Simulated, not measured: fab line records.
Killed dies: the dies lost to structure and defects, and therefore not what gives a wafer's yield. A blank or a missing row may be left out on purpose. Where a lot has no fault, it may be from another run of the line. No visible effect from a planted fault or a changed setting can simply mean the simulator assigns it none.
Which tool was responsible? / flow n5Finfet / 11 lots with 30 wafers sampled at 2 steps, on a route of 1938 steps

WHAT THE GAUGES SHOWED, per wafer
N5_BEOL_M12_CD_MEAS_28: target cd 160.2 nm. Usual: cdNm 160.0 nm, standard deviation 2.4.
lot=L935; measured=day 10 06:05; on=cdSem-01; cdNm (nm)=159.3 157.3 156.7; flag=
lot=L936; measured=day 10 16:04; on=cdSem-02; cdNm (nm)=158.5 159.2 158.8; flag=
lot=L937; measured=day 11 01:12; on=cdSem-01; cdNm (nm)=160.6 159.2 159.0; flag=
lot=L938; measured=day 11 05:54; on=cdSem-02; cdNm (nm)=158.6 158.6 160.9; flag=
lot=L939; measured=day 11 20:49; on=cdSem-03; cdNm (nm)=157.6 161.3 158.8; flag=
lot=L941; measured=day 12 08:59; on=cdSem-02; cdNm (nm)=158.6 158.7 156.7; flag=
lot=L942; measured=day 12 13:44; on=cdSem-02; cdNm (nm)=160.7 157.0; flag=
lot=L943; measured=day 13 02:14; on=cdSem-02; cdNm (nm)=160.3 161.6; flag=
lot=L953; measured=day 15 14:59; on=cdSem-01; cdNm (nm)=158.8 159.0 160.2; flag=
lot=L956; measured=day 15 18:24; on=cdSem-03; cdNm (nm)=163.5 164.0; flag=
lot=L954; measured=day 16 01:47; on=cdSem-03; cdNm (nm)=165.4 162.3 161.6; flag=

WHICH TOOL RAN EACH LOT (tool, then ch and the chambers of the sampled wafers, then the start)
lot=L935; N5_BEOL_M12_ETCH_59=rieDiel-02 ch 0,1,3, day 10 05:10
lot=L936; N5_BEOL_M12_ETCH_59=rieDiel-04 ch 0,3, day 10 15:09
lot=L937; N5_BEOL_M12_ETCH_59=rieDiel-01 ch 0,1,2, day 11 00:14
lot=L938; N5_BEOL_M12_ETCH_59=rieDiel-04 ch 1,2, day 11 05:07
lot=L939; N5_BEOL_M12_ETCH_59=rieDiel-04 ch 0,1,3, day 11 20:02
lot=L941; N5_BEOL_M12_ETCH_59=rieDiel-02 ch 1,2,3, day 12 08:04
lot=L942; N5_BEOL_M12_ETCH_59=rieDiel-01 ch 2,3, day 12 12:48
lot=L943; N5_BEOL_M12_ETCH_59=rieDiel-04 ch 1,2, day 13 01:19
lot=L953; N5_BEOL_M12_ETCH_59=rieDiel-04 ch 1,3, day 15 12:54
lot=L956; N5_BEOL_M12_ETCH_59=rieDiel-02 ch 0,2, day 15 17:31
lot=L954; N5_BEOL_M12_ETCH_59=rieDiel-01 ch 1,2,3, day 16 00:58
- N5_BEOL_M12_ETCH_59: etches BARC in N2/H2, target depth 89 nm, overetch 26.7 nm, time 67.9 s.

AS READ BY THE TOOLS THEMSELVES (means over the sampled wafers that have a number; for cases with no such wafer, the mark the record gives instead)
N5_BEOL_M12_ETCH_59. Usual: chamberPressureMTorr 30.000 mTorr (standard deviation 0.024); drypumpMotorCurrentA 5.6 A (standard deviation 0.47); h2FlowSccm 200.0 sccm (standard deviation 0.64); oesProductAu 0.68 a.u. (standard deviation 0.054); rfVppV 523.8 V (standard deviation 2); showerheadPlenumPTorr 2.54 Torr (standard deviation 0.078); throttleValvePct 17.73 % (standard deviation 0.17).
lot=L935; tool=rieDiel-02; chamberPressureMTorr (mTorr)=30.026; drypumpMotorCurrentA (A)=5.9; h2FlowSccm (sccm)=200.0; oesProductAu (a.u.)=0.68; rfVppV (V)=521.9; showerheadPlenumPTorr (Torr)=2.47; throttleValvePct (%)=17.80; flag=
lot=L936; tool=rieDiel-04; chamberPressureMTorr (mTorr)=29.965; drypumpMotorCurrentA (A)=5.7; h2FlowSccm (sccm)=199.8; oesProductAu (a.u.)=0.79; rfVppV (V)=524.2; showerheadPlenumPTorr (Torr)=2.56; throttleValvePct (%)=17.71; flag=
lot=L937; tool=rieDiel-01; chamberPressureMTorr (mTorr)=29.992; drypumpMotorCurrentA (A)=5.6; h2FlowSccm (sccm)=199.4; oesProductAu (a.u.)=0.70; rfVppV (V)=526.1; showerheadPlenumPTorr (Torr)=2.60; throttleValvePct (%)=17.63; flag=
lot=L938; tool=rieDiel-04; chamberPressureMTorr (mTorr)=30.002; drypumpMotorCurrentA (A)=5.0; h2FlowSccm (sccm)=200.2; oesProductAu (a.u.)=0.71; rfVppV (V)=525.5; showerheadPlenumPTorr (Torr)=2.63; throttleValvePct (%)=17.80; flag=
lot=L939; tool=rieDiel-04; chamberPressureMTorr (mTorr)=29.999; drypumpMotorCurrentA (A)=5.6; h2FlowSccm (sccm)=200.4; oesProductAu (a.u.)=0.76; rfVppV (V)=525.8; showerheadPlenumPTorr (Torr)=2.60; throttleValvePct (%)=17.72; flag=
lot=L941; tool=rieDiel-02; chamberPressureMTorr (mTorr)=30.021; drypumpMotorCurrentA (A)=5.9; h2FlowSccm (sccm)=200.2; oesProductAu (a.u.)=0.66; rfVppV (V)=522.1; showerheadPlenumPTorr (Torr)=2.47; throttleValvePct (%)=17.67; flag=
lot=L942; tool=rieDiel-01; chamberPressureMTorr (mTorr)=30.006; drypumpMotorCurrentA (A)=5.2; h2FlowSccm (sccm)=199.8; oesProductAu (a.u.)=0.68; rfVppV (V)=524.6; showerheadPlenumPTorr (Torr)=2.56; throttleValvePct (%)=17.70; flag=
lot=L943; tool=rieDiel-04; chamberPressureMTorr (mTorr)=29.990; drypumpMotorCurrentA (A)=5.1; h2FlowSccm (sccm)=200.1; oesProductAu (a.u.)=0.71; rfVppV (V)=526.0; showerheadPlenumPTorr (Torr)=2.65; throttleValvePct (%)=17.79; flag=
lot=L953; tool=rieDiel-04; chamberPressureMTorr (mTorr)=29.998; drypumpMotorCurrentA (A)=5.3; h2FlowSccm (sccm)=199.7; oesProductAu (a.u.)=0.72; rfVppV (V)=527.0; showerheadPlenumPTorr (Torr)=2.67; throttleValvePct (%)=17.79; flag=
lot=L956; tool=rieDiel-02; chamberPressureMTorr (mTorr)=29.974; drypumpMotorCurrentA (A)=6.2; h2FlowSccm (sccm)=199.6; oesProductAu (a.u.)=0.69; rfVppV (V)=522.8; showerheadPlenumPTorr (Torr)=2.46; throttleValvePct (%)=17.73; flag=
lot=L954; tool=rieDiel-01; chamberPressureMTorr (mTorr)=30.000; drypumpMotorCurrentA (A)=5.3; h2FlowSccm (sccm)=199.5; oesProductAu (a.u.)=0.67; rfVppV (V)=524.2; showerheadPlenumPTorr (Torr)=2.55; throttleValvePct (%)=17.65; flag=

THE ANSWER, worked out from the rows above alone
Rule: take the mean of a lot's wafers that have a number; if it is more than 3 standard deviations from the usual mean, the lot is off. Also off: a lot with no number at a reading for which 4 or more lots have one. Where the step has rows for the other lots, those lots are counted as sound. Order of review: gauges by route order, followed by the tools' own readings, for which a lot's mean as printed above is used. At the first step where some lot is off, the reading lying furthest off is the one used; lots without a number count as furthest.
Across all readings shown, no lot is off: no conclusion can be drawn from this.

WHAT THE SIMULATOR HAD INSERTED
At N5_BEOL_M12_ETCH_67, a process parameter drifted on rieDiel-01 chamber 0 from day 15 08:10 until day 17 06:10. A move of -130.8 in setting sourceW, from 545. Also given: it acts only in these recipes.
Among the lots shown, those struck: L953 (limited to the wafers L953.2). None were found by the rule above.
